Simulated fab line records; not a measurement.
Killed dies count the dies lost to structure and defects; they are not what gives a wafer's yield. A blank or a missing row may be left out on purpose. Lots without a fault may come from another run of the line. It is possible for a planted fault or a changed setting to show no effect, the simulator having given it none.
2 desks, one fault / flow n5_finfet / numbers are kept per desk, each desk with only its own; the story behind them comes last

== TOOL OWNER'S DESK, rie_si-05 ==
The tool's own readings at N5_SD_EPI_N_SD_RECESS_17 (chemistry HBr/Cl2/O2, target depth 41 nm, time 23.7 s, bt time 3 s): means of the sampled wafers that have a number, for each lot that ran on this tool. Marked OUT: a lot whose mean sits more than 4 standard deviations from the usual mean, which makes it out of limits; the brackets give that distance.
Columns: A = drypump_motor_current_A at N5_SD_EPI_N_SD_RECESS_17, usual 5.8 A; B = oes_product_au at N5_SD_EPI_N_SD_RECESS_17, usual 1.005 a.u.; C = throttle_valve_pct at N5_SD_EPI_N_SD_RECESS_17, usual 37.0 %
lot=L333; first seen here=day 3 01:06; A=6.0; B=1.003; C=36.8
lot=L334; first seen here=day 3 13:10; A=6.1; B=0.990; C=37.1
lot=L338; first seen here=day 4 08:18; A=6.8; B=0.965; C=36.8
lot=L342; first seen here=day 5 11:15; A=6.1; B=0.967; C=37.1
lot=L353; first seen here=day 8 04:16; A=6.0; B=1.005; C=36.8
lot=L354; first seen here=day 8 07:19; A=6.1; B=1.007; C=36.8
lot=L356; first seen here=day 8 19:10; A=5.9; B=1.000; C=36.9
This desk found nothing out of limits on any of the 7 lots.

== THE DEFECT DESK ==
What the inspections along the route counted, lot by lot: means of the sampled wafers that have a number. Marked OUT: a lot whose mean sits more than 4 standard deviations from the usual mean, which makes it out of limits; the brackets give that distance.
Columns: A = raw_defect_count at N5_DUMMY_GATE_INSPECT_17, usual 189
lot=L333; first seen here=day 2 21:55; A=157
lot=L334; first seen here=day 3 09:10; A=197
lot=L336; first seen here=day 3 17:07; A=183
lot=L338; first seen here=day 4 05:00; A=166
lot=L342; first seen here=day 5 08:11; A=166
lot=L345; first seen here=day 5 23:23; A=199
lot=L346; first seen here=day 6 04:11; A=160
lot=L347; first seen here=day 6 10:01; A=182
lot=L352; first seen here=day 7 15:58; A=259
lot=L353; first seen here=day 7 23:22; A=127
lot=L354; first seen here=day 8 04:26; A=266
lot=L355; first seen here=day 8 11:33; A=159
lot=L356; first seen here=day 8 15:52; A=180
This desk found nothing out of limits on any of the 13 lots.

== PUT TOGETHER ==
Nothing out of limits was seen by the tool owner's desk.
Nothing out of limits was seen by the defect desk.

== WHAT THE SIMULATOR HAD INSERTED ==
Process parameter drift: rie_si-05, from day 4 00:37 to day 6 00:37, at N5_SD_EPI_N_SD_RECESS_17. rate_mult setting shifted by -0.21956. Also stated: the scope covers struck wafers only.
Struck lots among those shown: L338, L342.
